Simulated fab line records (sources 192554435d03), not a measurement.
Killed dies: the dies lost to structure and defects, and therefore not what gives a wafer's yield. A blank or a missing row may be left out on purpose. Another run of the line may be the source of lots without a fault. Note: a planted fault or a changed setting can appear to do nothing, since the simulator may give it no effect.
Problem report, 8D (eight disciplines) form, completed by code || flow n5Finfet || the parts of the form that need people (team, actions taken, sign-off) are left out

1. THE PROBLEM
At N5_BEOL_M7_CD_MEAS_28, cdNm averages 27.7 nm over 3 wafers from 2 lots, while fault-free wafers read 39.9 nm, standard deviation 0.31. Measured from the usual mean, that is -39 standard deviations.
The step: target cd 40 nm.
Earliest sighting: wafer L693.4 on cdSem-02 at day 11 13:42. The record has a number at this step for 30 wafers belonging to 10 lots. The rule behind "out" and "out of limits": a value lying over 4 standard deviations away from the usual mean. The other wafers with a number count as sound.

2. WHAT IT IS, AND WHAT IT ISN'T
{"question": "which readings at this step", "is": "cdNm", "is not": "-"}
{"question": "which lots", "is": "L693, L695", "is not": "L685, L686, L688, L698, L703, L705, L706, L707"}
{"question": "which wafers of those lots", "is": "L693.4, L695.1, L695.4", "is not": "L693.2, L693.6, L695.3"}
{"question": "read on which gauges", "is": "cdSem-02", "is not": "cdSem-01, cdSem-03"}
{"question": "when", "is": "from day 11 13:42", "is not": "up to then (11 sound wafers); but 16 sound wafers of L695, L698, L703, L705, L706, L707 came after"}

3. THE SUSPECTS, EACH WITH WHAT RULES IT OUT
Counting: if a tool at a process step up to the reading ran every lot that is out, it stays a suspect. Sound lots after the first of them don't rule it out here, since some wafers of a struck lot are sound.
- ruled out: the gauge at N5_BEOL_M7_CD_MEAS_28. All the wafers that are out were read on cdSem-02, but those of them that N5_PASSIVATION_PROBE_49 has rows for are out there too, on other tools.
- pvdSputter-02 at N5_BEOL_M6_SPUTTER_48 (material Cu, target thk 10 nm, time 1.667 s): kept. Ran every lot that is out, first one L693 (day 11 08:16); last sound lot up to then L688 (day 10 01:50).
- euvScanner-02 at N5_BEOL_M7_EXPOSE_25 (exposes mask V6, target cd 40 nm): kept. Ran every lot that is out, first one L693 (day 11 13:34); last sound lot up to then L686 (day 9 18:02).
The count leaves euvScanner-02 at N5_BEOL_M7_EXPOSE_25 and pvdSputter-02 at N5_BEOL_M6_SPUTTER_48.

4. THE CAUSE (what the simulator had put in)
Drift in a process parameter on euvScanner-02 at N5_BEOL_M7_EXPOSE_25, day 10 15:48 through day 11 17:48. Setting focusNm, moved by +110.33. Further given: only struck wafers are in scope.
Counting left 2 suspects, and this tool is among them.

5. THE EFFECT CHAIN, in route order
One row per reading whose mean, taken over the struck wafers that have a number, lies over 3 standard deviations from the usual. Only readings for which the record gives a usual standard deviation are gone through. hours: the time from each lot's start at the first step in this table that gives one to its start at this step, as a median over the lots. sigmas: the change in usual standard deviations.
{"hours": 0, "step": "N5_BEOL_M7_CD_MEAS_28", "reading": "cdNm", "usual": "39.9 nm", "on struck wafers": 27.7, "change": -12.2, "sigmas": -39}
{"hours": 82, "step": "N5_PASSIVATION_PROBE_49", "reading": "defectLimitedYield", "usual": "90.5 %", "on struck wafers": 0.0, "change": -90.5, "sigmas": -53}
{"hours": 82, "step": "N5_PASSIVATION_PROBE_49", "reading": "killed_at_M4_up", "usual": 14, "on struck wafers": 1068, "change": "+1054", "sigmas": "+99 or more"}
{"hours": 82, "step": "N5_PASSIVATION_PROBE_49", "reading": "killedDies", "usual": 112, "on struck wafers": 1180, "change": "+1068", "sigmas": "+51"}
{"hours": 82, "step": "N5_PASSIVATION_PROBE_49", "reading": "killedOnRim", "usual": 15, "on struck wafers": 152, "change": "+137", "sigmas": "+30"}
{"hours": 82, "step": "N5_PASSIVATION_PROBE_49", "reading": "sortNPass", "usual": 1068, "on struck wafers": 0, "change": -1068, "sigmas": -51}
{"hours": 82, "step": "N5_PASSIVATION_PROBE_49", "reading": "sortYieldPct", "usual": "90.5 %", "on struck wafers": 0.0, "change": -90.5, "sigmas": -50}
The process steps in it:
- N5_PASSIVATION_PROBE_49

6. WHAT WOULD HAVE CAUGHT IT SOONER
Counted from the fault's start at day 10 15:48, it took 22 hours until the first out-of-limits reading at a measuring or inspecting step in this record, taken at day 11 13:42.
Tool readings at N5_BEOL_M7_EXPOSE_25 with a usual standard deviation given in the record: none out on any struck wafer, hence no alarm at a limit of 4 standard deviations on them.
Of the lots that are out (2), L695 began N5_BEOL_M7_EXPOSE_25 on euvScanner-02 after day 11 13:42. Holding the tool at that time would have saved it.
